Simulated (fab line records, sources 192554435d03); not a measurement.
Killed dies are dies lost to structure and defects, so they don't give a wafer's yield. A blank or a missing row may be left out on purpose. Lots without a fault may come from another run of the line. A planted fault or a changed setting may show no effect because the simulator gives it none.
A struck lot beside a sound one | flow n5_finfet | 38 steps out of a route of 1938
Sound: wafers L614.2, L614.4, L614.6. Struck: wafers L623.3, L623.5, L623.6. The cause comes at the end.
At each step with rows: each side's tool, then ch and its chambers, then its first start. Under that, the readings that differ: sound wafers | struck wafers | difference of the means | sigmas: that difference in standard deviations of wafers without a fault.
alike: readings whose means differ by less than 2 such deviations, and words and numbers that are the same on both sides. not compared: withheld readings, readings that some wafer has no value for, bounds like >300 that may hide the same value, and numbers for which the record gives no deviation and whose values overlap.
The two part at a step that has a row with sigmas, a row that says differs or no value, or rows on one side only. Numbers that don't overlap but have no deviation are shown without sigmas and don't part them. A reading that every wafer of one side lacks parts them only if that side has two wafers or more.

first, 9 steps without rows for these wafers: N5_GATE_CUT_CMP_23 (polishes, stops on SiO2, t overpolish 23.4 s, target thk 16 nm); N5_GATE_CUT_CMP_43 (polishes SiO2); N5_GATE_CUT_CMP_61 (polishes, stops on SiNx, t overpolish 3 s); N5_MOL_CONTACT_COAG_COAT_103 (time 60 s, resist thk 80 nm); N5_MOL_CONTACT_COAG_COAT_104 (time 60 s, resist thk 12 nm); N5_MOL_CONTACT_COAG_COAT_58 (time 60 s, resist thk 10 nm); N5_MOL_CONTACT_COAG_COAT_02 (resist thk 30 nm); N5_MOL_CONTACT_COAG_EBR_04; N5_MOL_CONTACT_COAG_SOFTBAKE_03 (time 60 s).
N5_MOL_CONTACT_COAG_EXPOSE_05: exposes mask CA, defocus 0 nm.
  sound on euv_scanner-02 ch 0, day 4 19:46; struck on euv_scanner-02 ch 0, day 6 20:06
  reading              | sound             | struck            | difference | sigmas
  exposure_dose_mJ_cm2 | 38.17 38.16 38.15 | 35.64 35.61 35.61 | -2.54      | -56
  alike: mask, focus_offset_nm, reticle_temp_C
then, 2 steps without rows for these wafers: N5_MOL_CONTACT_COAG_PEB_06 (peb time 60 s); N5_MOL_CONTACT_COAG_DEVELOP_07 (develop time 30 s).
N5_MOL_CONTACT_COAG_CD_MEAS_08: target cd 28 nm.
  sound on cd_sem-03 ch 0, day 4 19:53; struck on cd_sem-03 ch 0, day 6 20:13
  reading    | sound             | struck            | difference | sigmas
  cd_nm (nm) | 27.95 28.23 28.09 | 26.61 26.38 25.95 | -1.78      | -8
then, 1 step without rows for these wafers: N5_MOL_CONTACT_COAG_DESCUM_13 (chemistry O2, time 7 s).
N5_MOL_CONTACT_COAG_ETCH_59: etches underlayer in N2/H2, target depth 13 nm, time 10.4 s.
  sound on rie_diel-03 ch 2,3, day 4 20:03; struck on rie_diel-04 ch 1,2,3, day 6 20:22
  reading                                  | sound      | struck         | difference | sigmas
  model.MOL_CONTACT_COAG.cd_offset_nm (nm) | 0.2 -0.4 0 | -1.6 -1.8 -1.6 | -1.6       |
  alike: bias_w, chamber_pressure_mTorr, drypump_motor_current_A, etch_rf_on_time_s, oes_product_au, rf_vpp_V, showerhead_plenum_p_Torr, throttle_valve_pct
  not compared: rf_hours_counter_h
then, 7 steps without rows for these wafers: N5_MOL_CONTACT_COAG_ETCH_105 (etches SiARC in CF4, target depth 15.6 nm, time 26 s); N5_MOL_CONTACT_COAG_ETCH_106 (etches SOC in N2/H2, target depth 80 nm, overetch 16 nm, time 120 s); N5_MOL_CONTACT_COAG_STRIP_107 (strips in N2/H2); N5_MOL_CONTACT_COAG_STRIP_108 (strips in N2/H2); N5_MOL_CONTACT_COAG_CONTACT_ETCH_14 (etches SiO2 in C4F6/O2, target depth 27.5 nm, overetch 8.5 nm, time 20 s); N5_MOL_CONTACT_COAG_STRIP_109 (strips in C4F6/O2); N5_MOL_CONTACT_COAG_ETCH_15 (etches SiNx in CH3F/O2, stops on Si:P, target depth 7 nm).
N5_MOL_CONTACT_COAG_ETCH_110: etches Si in CF4/O2, target depth 2.5 nm, time 8 s.
  sound on rie_diel-03 ch 2,3, day 4 20:17; struck on rie_diel-04 ch 1,2,3, day 6 20:37
  reading                                  | sound       | struck         | difference | sigmas
  rf_vpp_V (V)                             | 132 133 132 | 126 128 124    | -6         | -2
  model.MOL_CONTACT_COAG.cd_offset_nm (nm) | 0 -0.6 0    | -1.6 -2.6 -1.6 | -1.7       |
  alike: bias_w, chamber_pressure_mTorr, drypump_motor_current_A, oes_product_au, showerhead_plenum_p_Torr, throttle_valve_pct
  not compared: rf_hours_counter_h
then, 1 step without rows for these wafers: N5_MOL_CONTACT_COAG_STRIP_98 (strips in N2/H2).
N5_MOL_CONTACT_COAG_CD_MEAS_99: target cd 17.2 nm.
  sound on cd_sem-03, day 4 20:25; struck on cd_sem-03, day 6 20:44
  reading    | sound          | struck         | difference | sigmas
  cd_nm (nm) | 16.8 16.5 17.4 | 15.5 14.6 15.4 | -1.7       | -5
then, 12 steps without rows for these wafers: N5_MOL_CONTACT_COAG_IMPLANT_129; N5_MOL_CONTACT_COAG_PRECLEAN_111 (cleans in NF3:NH3, afs cycles 1, time 20 s, sublimation time 60 s); N5_MOL_CONTACT_COAG_TI_SIL_19 (material Ti, target thk 4.2 nm, time 15 s); N5_MOL_CONTACT_COAG_ALD_20 (deposits TiN, target thk 1.5 nm, pulse time 1 s, purge time 3 s); N5_MOL_CONTACT_COAG_SIL_ANNEAL_21 (time 60 s); N5_MOL_CONTACT_COAG_PRE_CLEAN_141 (time 60 s); N5_MOL_CONTACT_COAG_SPUTTER_143 (material Co, target thk 2.5 nm); N5_MOL_CONTACT_COAG_CO_FILL_22 (material Co, precursor CCTBA/H2, target thk 20 nm); N5_MOL_CONTACT_COAG_ANNEAL_113 (time 300 s); N5_MOL_CONTACT_COAG_PRE_CLEAN_142 (time 60 s); N5_MOL_CONTACT_COAG_SPUTTER_130 (material Co, target thk 47.5 nm); N5_MOL_CONTACT_COAG_PRECLEAN_125 (cleans in DIW, time 57.5 s).
-- the record jumps here: 3 days lie between the struck wafers' starts before and after (it left off in module MOL_CONTACT_COAG and takes up again in module BEOL_M4, whose first step shown is number 1111 of the route) --
N5_BEOL_M4_RC_MEAS_101:
  sound on prober-02 ch 0, day 7 18:35; struck on prober-01 ch 0, day 9 17:13
  reading             | sound          | struck         | difference | sigmas
  ION_N (uA/um)       | 686 673 687    | 650 649 654    | -31        | -2
  ION_P (uA/um)       | 466 468 475    | 449 445 448    | -22        | -3
  RC_DENSE_N (ohm.um) | 18.6 19.7 18.8 | 21.7 23.4 21.6 | +3.2       | +7
  RC_DENSE_P (ohm.um) | 23.4 24.9 24.1 | 27.1 29.4 27.0 | +3.7       | +6
  RC_N (ohm.um)       | 15.2 16.0 15.3 | 17.6 18.9 17.5 | +2.5       | +7
  RC_P (ohm.um)       | 19.2 20.3 19.6 | 22.0 23.6 21.9 | +2.8       | +6
  alike: DIBL_N, DIBL_P, IOFF_N, IOFF_P, SS_N, SS_P, VT_N, VT_P

WHERE THEY PART
First at N5_MOL_CONTACT_COAG_EXPOSE_05; last, within this record, at N5_BEOL_M4_RC_MEAS_101.

WHY: what the simulator had put in
Process parameter drift: euv_scanner-02, from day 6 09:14 on, at N5_MOL_CONTACT_COAG_EXPOSE_05. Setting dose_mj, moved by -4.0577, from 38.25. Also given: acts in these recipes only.
